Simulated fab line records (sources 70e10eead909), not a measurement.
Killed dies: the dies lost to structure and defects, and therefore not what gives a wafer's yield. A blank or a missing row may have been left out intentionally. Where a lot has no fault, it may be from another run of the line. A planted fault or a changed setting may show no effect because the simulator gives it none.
A struck lot beside a sound one / flow nand-harc / 41 out of 1159 route steps
Sound: wafers L412.2, L412.3, L412.6. Struck: wafer L424.3 (left out: L424.4, L424.6 of the same lot, which were not struck); the cause appears at the end.
For every step that has rows: the tool of each side, followed by ch and its chambers, followed by its first start. Under that, the readings that differ: sound wafers / struck wafers / difference of the means / sigmas: that difference in standard deviations of wafers without a fault.
alike: readings whose means differ by less than 2 such deviations, and words and numbers that are the same on both sides. not compared: withheld readings, readings that some wafer has no value for, bounds like >300 that may hide the same value, and numbers for which the record gives no deviation and whose values overlap.
The two part at a step that has a row with sigmas, a row that says differs or no value, or rows on one side only. Non-overlapping numbers with no deviation appear without sigmas and do not part them. A reading missing from all wafers of one side parts the sides only when that side holds two or more wafers.

NHARC_P_M2_OVL_MEAS_10: pitch 340 nm.
  sound on overlay-02, day 7 01:44; struck on overlay-01, day 10 09:23
reading=overlay-x-nm (nm); sound=0.3 0.9 1.0; struck=-1.9; difference=-2.6; sigmas=-3
reading=overlay-y-nm (nm); sound=2.3 2.6 2.1; struck=-0.5; difference=-2.8; sigmas=-3
NHARC_P_M2_INSPECT_11:
  sound on defect-inspect-02, day 7 01:47; struck on defect-inspect-02, day 10 09:26
  alike: raw-defect-count
then, 2 steps without rows for these wafers: NHARC_P_M2_DESCUM_14 (chemistry O2, time 3 s); NHARC_P_M2_ETCH_35 (etches the open film in N2/H2, target depth 40 nm, overetch 12 nm, time 43.94 s).
NHARC_P_M2_ETCH_15: etches the open film in C4F8/Ar, target depth 182.5 nm, time 91.2 s.
  sound: rie-diel-03 ch 0,3; struck: rie-diel-03 ch 3
reading=oes-product-au (a.u.); sound=0.930 0.933 0.934; struck=0.982; difference=+0.050; sigmas=+2
  alike: bias-w, chamber-pressure-mTorr, rf-vpp-V
  not compared: rf-hours-counter-h
NHARC_P_M2_CD_MEAS_16:
  sound on cd-sem-01, day 7 02:08; struck on cd-sem-02, day 10 09:47
  alike: cd-nm
then, 5 steps without rows for these wafers: NHARC_P_M2_STRIP_18 (strips in N2/H2); NHARC_P_M2_ETCH_28 (etches the open film in CF4/N2, target depth 30 nm, time 72.99 s); NHARC_P_M2_STRIP_19 (strips in post etch residue remover, time 600 s); NHARC_P_M2_DEGAS_29 (time 60 s); NHARC_P_M2_PRE_CLEAN_30 (time 30 s).
NHARC_P_M2_PVD_20: deposits TaN, target thk 5 nm, time 8.06 s.
  sound on pvd-sputter-03; struck on pvd-sputter-02
  alike: substrate-temp-c, throttle-valve-pct
NHARC_P_M2_PVD_21: deposits Cu, target thk 30 nm, time 20.49 s.
  sound on pvd-sputter-03, day 7 03:08; struck on pvd-sputter-02, day 10 10:45
  alike: substrate-temp-c, throttle-valve-pct
then, 1 step without rows for these wafers: NHARC_P_M2_ECD_22 (material Cu, target thk 400 nm).
NHARC_P_M2_ANNEAL_31: time 90 s.
  sound on rtp-anneal-02 ch 0, day 7 03:44; struck on rtp-anneal-01 ch 0, day 10 11:45
  alike: wafer_temp_C_max
NHARC_P_M2_CMP_23: polishes, t overpolish 20 s, target thk 144.3 nm.
  sound on cmp-04 ch 1,2,3, day 7 04:05; struck on cmp-04 ch 3, day 10 12:02
reading=time-to-endpoint-s (s); sound=25.5 24.2 26.1; struck=29.9; difference=+4.6; sigmas=+2
  alike: motor-current-A, slurry-filter-dp-kPa
then, 1 step without rows for these wafers: NHARC_P_M2_SRD_25.
NHARC_P_M2_INSPECT_27:
  sound on defect-inspect-01, day 7 04:31; struck on defect-inspect-02, day 10 12:28
  alike: raw-defect-count
then, 4 steps without rows for these wafers: NHARC_P_M2_PRE_CLEAN_32 (time 12 s); NHARC_P_M2_DEP_33 (deposits SiCN, target thk 30 nm); NHARC_P_BONDPAD_DEP_00 (deposits SiCN, target thk 250 nm); NHARC_P_BONDPAD_CMP_32 (polishes SiCN, target thk 200 nm).
NHARC_P_BONDPAD_THK_MEAS_33: measures by ellipsometry.
  sound wafers here have rows in the record (film-metro-02, day 7 05:44); struck ones have none
then, 10 steps without rows for these wafers: NHARC_P_BONDPAD_SRD_34; NHARC_P_BONDPAD_DEHYDRATE_01 (time 120 s); NHARC_P_BONDPAD_HMDS_02 (time 30 s); NHARC_P_BONDPAD_COAT_36 (time 65 s); NHARC_P_BONDPAD_COAT_03 (resist thk 600 nm); NHARC_P_BONDPAD_SOFTBAKE_04 (time 70 s); NHARC_P_BONDPAD_EBR_05; NHARC_P_BONDPAD_EXPOSE_06 (exposes mask P BPAD); NHARC_P_BONDPAD_PEB_07 (peb time 80 s); NHARC_P_BONDPAD_DEVELOP_08 (time 50 s).
NHARC_P_BONDPAD_CD_MEAS_09 targets a cd of 500 nm.
  the record has rows for the sound wafers here (cd-sem-01 ch 0, day 7 06:18) and none for the struck ones
NHARC_P_BONDPAD_OVL_MEAS_38:
  sound wafers here have rows in the record (overlay-01, day 7 06:24); struck ones have none
then, 1 step without rows for these wafers: NHARC_P_BONDPAD_HARDBAKE_10 (time 65 s).
NHARC_P_BONDPAD_DESCUM_11: chemistry O2, time 3 s.
  the record has rows for the sound wafers here (rie-diel-11 ch 0,1,2, day 7 06:32) and none for the struck ones
then, 2 steps without rows for these wafers: NHARC_P_BONDPAD_ETCH_37 (etches the open film in N2/H2, target depth 60 nm, overetch 18 nm, time 65.91 s); NHARC_P_BONDPAD_ETCH_12 (etches the open film in CHF3/O2, target depth 200 nm, time 100 s).
NHARC_P_BONDPAD_CD_MEAS_13:
  sound wafers here have rows in the record (cd-sem-03, day 7 06:51); struck ones have none
-- record jumps: 16 days between struck wafers' starts before vs after; left off in module P_BONDPAD, resumes in module END, first step shown is number 1159 of the route --
NHARC_END_SORT_01:
  the record has rows for the struck wafers here (prober-01 ch 0, day 26 10:55) and none for the sound ones

## WHERE THEY PART
At NHARC_P_M2_OVL_MEAS_10 first; at NHARC_END_SORT_01 last (within this record only).

WHY: the cause the simulator had injected
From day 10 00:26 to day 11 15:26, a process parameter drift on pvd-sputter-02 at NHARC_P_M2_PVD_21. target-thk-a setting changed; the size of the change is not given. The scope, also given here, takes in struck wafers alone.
